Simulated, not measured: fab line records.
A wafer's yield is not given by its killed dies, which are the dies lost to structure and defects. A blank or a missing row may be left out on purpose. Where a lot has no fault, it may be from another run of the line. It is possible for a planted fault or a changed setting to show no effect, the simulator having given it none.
Chamber matching + flow n5 finfet + rie diel-05 running N5_BEOL_M7_ETCH_65: 4 sister chambers
The step etches SiARC in CF4, target depth 15.6 nm, time 26 s. 16 wafers are shown with their chamber, then 8 later ones without.

## WAFERS, EACH WITH ITS CHAMBER
| wafer  | chamber | showerhead plenum p Torr (Torr) | throttle valve pct (%) | oes product au (a.u.) |
|--------|---------|---------------------------------|------------------------|-----------------------|
| L074.1 | 2       | 2.18                            | 15.0                   | 0.77                  |
| L074.3 | 0       | 2.11                            | 16.0                   | 0.59                  |
| L074.6 | 2       | 2.18                            | 15.0                   | 0.77                  |
| L077.3 | 2       | 2.18                            | 15.0                   | 0.77                  |
| L077.4 | 3       | 2.13                            | 16.1                   | 0.63                  |
| L077.6 | 0       | 2.11                            | 16.0                   | 0.59                  |
| L079.1 | 3       | 2.13                            | 16.1                   | 0.63                  |
| L079.5 | 0       | 2.11                            | 16.0                   | 0.60                  |
| L079.6 | 3       | 2.13                            | 16.1                   | 0.63                  |
| L081.4 | 1       | 2.16                            | 15.9                   | 0.67                  |
| L081.5 | 3       | 2.13                            | 16.2                   | 0.63                  |
| L081.6 | 0       | 2.11                            | 16.0                   | 0.59                  |
| L085.2 | 1       | 2.16                            | 15.9                   | 0.68                  |
| L085.3 | 0       | 2.11                            | 16.0                   | 0.59                  |
| L085.4 | 3       | 2.13                            | 16.2                   | 0.62                  |
| L094.1 | 2       | 2.17                            | 15.1                   | 0.74                  |

SIGNATURES, as means of the wafers listed above
| reading                  | chamber 0 | chamber 1 | chamber 2 | chamber 3 | scatter within a chamber |
|--------------------------|-----------|-----------|-----------|-----------|--------------------------|
| showerhead plenum p Torr | 2.1100    | 2.1600    | 2.1775    | 2.1300    | 0.0025                   |
| throttle valve pct       | 16.000    | 15.900    | 15.025    | 16.140    | 0.0403                   |
| oes product au           | 0.5920    | 0.6750    | 0.7625    | 0.6280    | 0.00859                  |
Rule: for each reading, subtract the chamber's mean from the wafer's reading, divide by that reading's scatter and square the result; add these up over the readings and take the root, which gives the wafer's distance from the chamber. The wafer belongs to the nearest chamber; if the next one is less than 2 further off, it can't be placed. The scatter: take each reading less its chamber's mean, square it, sum over the shown wafers, divide by the number of wafers less the number of chambers, and take the root.

## WAFERS MISSING THEIR CHAMBER
| wafer  | showerhead plenum p Torr (Torr) | throttle valve pct (%) | oes product au (a.u.) |
|--------|---------------------------------|------------------------|-----------------------|
| L094.2 | 2.13                            | 16.2                   | 0.63                  |
| L094.6 | 2.17                            | 15.1                   | 0.73                  |
| L093.3 | 2.15                            | 15.9                   | 0.66                  |
| L093.4 | 2.13                            | 16.1                   | 0.61                  |
| L093.6 | 2.13                            | 16.2                   | 0.61                  |
| L095.1 | 2.15                            | 15.9                   | 0.65                  |
| L095.2 | 2.17                            | 15.1                   | 0.72                  |
| L095.4 | 2.13                            | 16.2                   | 0.62                  |

## WHICH CHAMBER EACH ONE RAN IN
| wafer  | from the rows above | in truth |
|--------|---------------------|----------|
| L094.2 | 3                   | 3        |
| L094.6 | 2                   | 2        |
| L093.3 | 1                   | 1        |
| L093.4 | 3                   | 3        |
| L093.6 | 3                   | 3        |
| L095.1 | 1                   | 1        |
| L095.2 | 2                   | 2        |
| L095.4 | 3                   | 3        |
8 of 8 placed correctly. Can't be placed from these rows: 0. Wrongly placed: 0.
